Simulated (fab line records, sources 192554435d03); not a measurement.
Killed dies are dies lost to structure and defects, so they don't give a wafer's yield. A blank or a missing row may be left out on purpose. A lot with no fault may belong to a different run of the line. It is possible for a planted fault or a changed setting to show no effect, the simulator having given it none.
What tool caused it? | flow n5-finfet | Sampling: 10 lots, 30 wafers, 5 of 1938 route steps

## WHAT EACH GAUGE READ, for each wafer
N5_WELL_APT_CD_MEAS_25 targets a cd of 200 nm. Usual: cd-nm 199.7 nm, standard deviation 1.6.
lot  | measured    | on        | cd-nm (nm)        | flag
L928 | day 1 20:49 | cd-sem-02 | 198.1 198.1 200.6 |
L929 | day 2 03:39 | cd-sem-02 | 198.6 198.4 198.5 |
L930 | day 2 08:52 | cd-sem-02 | 199.5 196.7 198.6 |
L932 | day 2 20:59 | cd-sem-02 | 202.8 200.1 198.9 |
L937 | day 4 03:16 | cd-sem-01 | 198.7 199.8 198.3 |
L940 | day 4 20:58 | cd-sem-02 | 200.0 201.4 199.7 |
L941 | day 5 02:58 | cd-sem-03 | 199.2 198.0 197.1 |
L942 | day 5 09:02 | cd-sem-01 | 201.4 199.0 201.6 |
L946 | day 6 09:08 | cd-sem-01 | 197.1 201.4 198.4 |
L948 | day 6 20:56 | cd-sem-03 | 201.1 201.4 200.8 |

N5_BEOL_M4_RC_MEAS_101. Usual: DIBL_N 36.1 mV/V, standard deviation 1.9; DIBL_P 36.4 mV/V, standard deviation 2.5; IOFF_N 0.16 nA/um, standard deviation 0.036; IOFF_P 0.22 nA/um, standard deviation 0.038; ION_N 672 uA/um, standard deviation 11; ION_P 462 uA/um, standard deviation 8; SS_N 71.6 mV/dec, standard deviation 0.68; SS_P 73.3 mV/dec, standard deviation 0.77; VT_N 250 mV, standard deviation 3.3; VT_P -250 mV, standard deviation 3.6.
lot  | measured     | on        | DIBL_N (mV/V)  | DIBL_P (mV/V)  | IOFF_N (nA/um) | IOFF_P (nA/um) | ION_N (uA/um) | ION_P (uA/um) | SS_N (mV/dec)  | SS_P (mV/dec)  | VT_N (mV)   | VT_P (mV)      | flag
L928 | day 9 03:11  | prober-02 | 36.0 37.3 34.0 | 37.4 39.0 34.3 | 0.15 0.18 0.12 | 0.20 0.24 0.16 | 672 677 667   | 462 466 459   | 71.8 72.3 70.9 | 72.7 73.0 72.2 | 253 248 255 | -249 -245 -253 |
L929 | day 9 06:34  | prober-02 | 35.8 37.0 36.3 | 34.5 37.0 37.3 | 0.14 0.16 0.16 | 0.20 0.23 0.24 | 664 664 679   | 457 454 465   | 70.9 72.2 71.7 | 72.5 74.0 73.3 | 252 251 249 | -250 -248 -247 |
L930 | day 9 07:29  | prober-01 | 32.8 32.5 31.0 | 33.3 31.6 30.9 | 0.12 0.11 0.10 | 0.19 0.15 0.15 | 667 651 652   | 460 446 457   | 70.5 70.9 70.5 | 72.5 72.8 71.2 | 253 256 254 | -251 -254 -253 |
L932 | day 9 12:55  | prober-02 | 34.8 36.2 38.0 | 34.7 36.6 39.7 | 0.15 0.16 0.21 | 0.18 0.20 0.25 | 665 653 689   | 457 450 469   | 71.2 71.5 72.2 | 73.2 73.5 73.8 | 251 250 245 | -251 -252 -249 |
L937 | day 10 18:54 | prober-01 | 38.3 37.5 37.4 | 37.8 37.4 37.0 | 0.18 0.17 0.17 | 0.20 0.20 0.19 | 662 677 661   | 444 458 447   | 72.8 71.7 72.4 | 74.3 73.9 73.7 | 252 250 252 | -257 -255 -257 |
L940 | day 12 15:23 | prober-01 | 36.3 37.1 34.0 | 36.3 38.0 34.8 | 0.15 0.18 0.12 | 0.21 0.23 0.18 | 649 688 645   | 448 463 452   | 71.2 72.0 71.3 | 73.1 73.9 73.1 | 252 247 257 | -251 -251 -253 |
L941 | day 12 23:53 | prober-02 | 32.7 35.0 34.2 | 33.9 36.7 36.0 | 0.12 0.13 0.14 | 0.17 0.19 0.18 | 649 659 674   | 456 456 461   | 71.4 71.4 71.5 | 72.4 72.8 73.4 | 253 255 252 | -253 -253 -254 |
L942 | day 13 00:07 | prober-01 | 34.9 35.8 37.4 | 33.6 32.5 36.1 | 0.13 0.14 0.16 | 0.24 0.22 0.30 | 663 660 672   | 472 463 474   | 70.4 70.8 71.4 | 72.7 73.4 73.4 | 251 250 252 | -243 -242 -240 |
L946 | day 13 21:09 | prober-02 | 36.5 37.7 34.7 | 37.3 37.8 34.8 | 0.16 0.18 0.13 | 0.22 0.22 0.18 | 675 683 659   | 468 462 456   | 71.6 71.6 71.2 | 73.4 74.1 73.0 | 249 251 251 | -249 -251 -254 |
L948 | day 14 07:13 | prober-02 | 36.8 36.6 33.1 | 36.3 34.5 31.4 | 0.16 0.15 0.10 | 0.22 0.20 0.15 | 688 669 654   | 470 459 459   | 71.9 71.0 70.5 | 73.3 73.1 72.1 | 249 253 255 | -249 -250 -255 |

## EACH LOT AND THE TOOL THAT RAN IT (in order: tool; ch and the chambers of the sampled wafers; start)
lot  | N5_WELL_APT_DESCUM_13             | N5_PMOS_HMC_CHANNEL_EPI_EXPOSE_06 | N5_PMOS_HMC_CHANNEL_EPI_DESCUM_14
L928 | rie-diel-04 ch 0,1,2, day 1 19:47 | arfi-scanner-02 ch 0, day 1 22:52 | rie-diel-06 ch 2,3, day 1 23:04
L929 | rie-diel-03 ch 2,3, day 2 02:28   | arfi-scanner-01 ch 0, day 2 06:11 | rie-diel-06 ch 0,2, day 2 06:23
L930 | rie-diel-04 ch 1,3, day 2 07:50   | arfi-scanner-01 ch 0, day 2 11:37 | rie-diel-05 ch 0,1, day 2 12:01
L932 | rie-diel-04 ch 0,1,3, day 2 19:58 | arfi-scanner-03 ch 0, day 2 23:01 | rie-diel-01 ch 0,1, day 2 23:13
L937 | rie-diel-04 ch 1,3, day 4 02:05   | arfi-scanner-03 ch 0, day 4 05:20 | rie-diel-06 ch 0,1, day 4 05:32
L940 | rie-diel-03 ch 0,1, day 4 19:48   | arfi-scanner-01 ch 0, day 4 23:16 | rie-diel-05 ch 0,1, day 4 23:35
L941 | rie-diel-04 ch 2,3, day 5 01:56   | arfi-scanner-03 ch 0, day 5 05:13 | rie-diel-06 ch 0,2, day 5 05:28
L942 | rie-diel-04 ch 0,1,3, day 5 07:53 | arfi-scanner-01 ch 0, day 5 11:30 | rie-diel-06 ch 1,2,3, day 5 11:43
L946 | rie-diel-04 ch 1,2,3, day 6 07:58 | arfi-scanner-02 ch 0, day 6 11:09 | rie-diel-01 ch 0,1,3, day 6 11:22
L948 | rie-diel-03 ch 0,1,2, day 6 19:46 | arfi-scanner-03 ch 0, day 6 23:15 | rie-diel-05 ch 0,1,2, day 6 23:28
- N5_WELL_APT_DESCUM_13: chemistry O2, time 7.9 s.
- N5_PMOS_HMC_CHANNEL_EPI_EXPOSE_06: exposes mask PMOS HMC BLK, target cd 240 nm.
- N5_PMOS_HMC_CHANNEL_EPI_DESCUM_14: chemistry O2, time 7.9 s.

## AS READ BY THE TOOLS THEMSELVES (means over the sampled wafers that have a number; for cases with no such wafer, the mark the record gives instead)
N5_WELL_APT_DESCUM_13. Usual: drypump-motor-current-A 5.9 A, standard deviation 0.36; oes-product-au 0.78 a.u., standard deviation 0.092; rf-vpp-V 243.4 V, standard deviation 1.2; showerhead-plenum-p-Torr 2.11 Torr, standard deviation 0.061; throttle-valve-pct 20.43 %, standard deviation 0.14.
lot  | tool        | drypump-motor-current-A (A) | oes-product-au (a.u.) | rf-vpp-V (V) | showerhead-plenum-p-Torr (Torr) | throttle-valve-pct (%) | flag
L928 | rie-diel-04 | 6.1                         | 0.81                  | 242.1        | 2.06                            | 20.44                  |
L929 | rie-diel-03 | 6.0                         | 0.88                  | 244.5        | 2.23                            | 20.10                  |
L930 | rie-diel-04 | 5.7                         | 0.88                  | 243.3        | 2.06                            | 20.47                  |
L932 | rie-diel-04 | 5.7                         | 0.78                  | 242.8        | 2.06                            | 20.49                  |
L937 | rie-diel-04 | 5.7                         | 0.85                  | 242.7        | 2.06                            | 20.50                  |
L940 | rie-diel-03 | 6.2                         | 0.74                  | 243.8        | 2.18                            | 20.54                  |
L941 | rie-diel-04 | 5.7                         | 0.70                  | 243.6        | 2.06                            | 20.53                  |
L942 | rie-diel-04 | 5.7                         | 0.76                  | 242.4        | 2.05                            | 20.51                  |
L946 | rie-diel-04 | 5.9                         | 0.77                  | 243.1        | 2.06                            | 20.52                  |
L948 | rie-diel-03 | 6.2                         | 0.83                  | 244.6        | 2.18                            | 20.38                  |

N5_PMOS_HMC_CHANNEL_EPI_EXPOSE_06. Usual: exposure-dose-mJ-cm2 41.08, standard deviation 0.14.
lot  | tool            | exposure-dose-mJ-cm2 | flag
L928 | arfi-scanner-02 | 40.99                |
L929 | arfi-scanner-01 | 40.98                |
L930 | arfi-scanner-01 | 40.98                |
L932 | arfi-scanner-03 | 41.26                |
L937 | arfi-scanner-03 | 41.27                |
L940 | arfi-scanner-01 | 40.35                | OFF
L941 | arfi-scanner-03 | 41.22                |
L942 | arfi-scanner-01 | 40.50                | OFF
L946 | arfi-scanner-02 | 40.94                |
L948 | arfi-scanner-03 | 41.30                |

N5_PMOS_HMC_CHANNEL_EPI_DESCUM_14. Usual: drypump-motor-current-A 5.5 A, standard deviation 0.41; oes-product-au 0.79 a.u., standard deviation 0.092; rf-vpp-V 243.8 V, standard deviation 1.5; showerhead-plenum-p-Torr 2.13 Torr, standard deviation 0.074; throttle-valve-pct 20.30 %, standard deviation 0.22.
lot  | tool        | drypump-motor-current-A (A) | oes-product-au (a.u.) | rf-vpp-V (V) | showerhead-plenum-p-Torr (Torr) | throttle-valve-pct (%) | flag
L928 | rie-diel-06 | 5.5                         | 0.92                  | 243.5        | 2.14                            | 20.17                  |
L929 | rie-diel-06 | 5.3                         | 0.92                  | 245.3        | 2.15                            | 20.07                  |
L930 | rie-diel-05 | 5.6                         | 0.76                  | 243.9        | 2.18                            | 20.41                  |
L932 | rie-diel-01 | 6.1                         | 0.80                  | 243.2        | 2.12                            | 20.39                  |
L937 | rie-diel-06 | 5.2                         | 0.83                  | 245.2        | 2.19                            | 20.12                  |
L940 | rie-diel-05 | 5.7                         | 0.84                  | 244.9        | 2.18                            | 20.31                  |
L941 | rie-diel-06 | 5.3                         | 0.87                  | 244.1        | 2.14                            | 20.10                  |
L942 | rie-diel-06 | 5.6                         | 0.84                  | 244.2        | 2.16                            | 20.19                  |
L946 | rie-diel-01 | 5.8                         | 0.84                  | 244.8        | 2.16                            | 20.33                  |
L948 | rie-diel-05 | 5.5                         | 0.88                  | 244.9        | 2.16                            | 20.20                  |

## THE ANSWER, worked out from the rows above alone
Rule: lot off if the mean of its wafers having a number is beyond 3 standard deviations from the usual mean. Also off: a lot with no number at a reading for which 4 or more lots have one. The other lots that the step has rows for count as sound. First the gauges in route order, then the tools' own readings, where a lot's mean is used as printed above. The first step at which some lot is off is used, and at that step the reading that is off furthest; a lot without a number counts as furthest.
Off: L940, L942 (N5_PMOS_HMC_CHANNEL_EPI_EXPOSE_06, exposure-dose-mJ-cm2).
If a tool, at that step or one of the process steps before it, ran each lot that is off and ran no sound lot following the first of them, it fits. One fits: N5_PMOS_HMC_CHANNEL_EPI_EXPOSE_06 on arfi-scanner-01. A fault onset in the window from L930 (day 2 11:37, its last sound lot) to L940 (day 4 23:16, its first lot off) fits.

## WHAT WAS PUT IN BY THE SIMULATOR
Drift in process parameters on arfi-scanner-01 at N5_PMOS_HMC_CHANNEL_EPI_EXPOSE_06, starting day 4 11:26. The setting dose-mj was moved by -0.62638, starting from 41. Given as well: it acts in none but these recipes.
Struck lots among those shown: L940, L942. The rule above found the same.
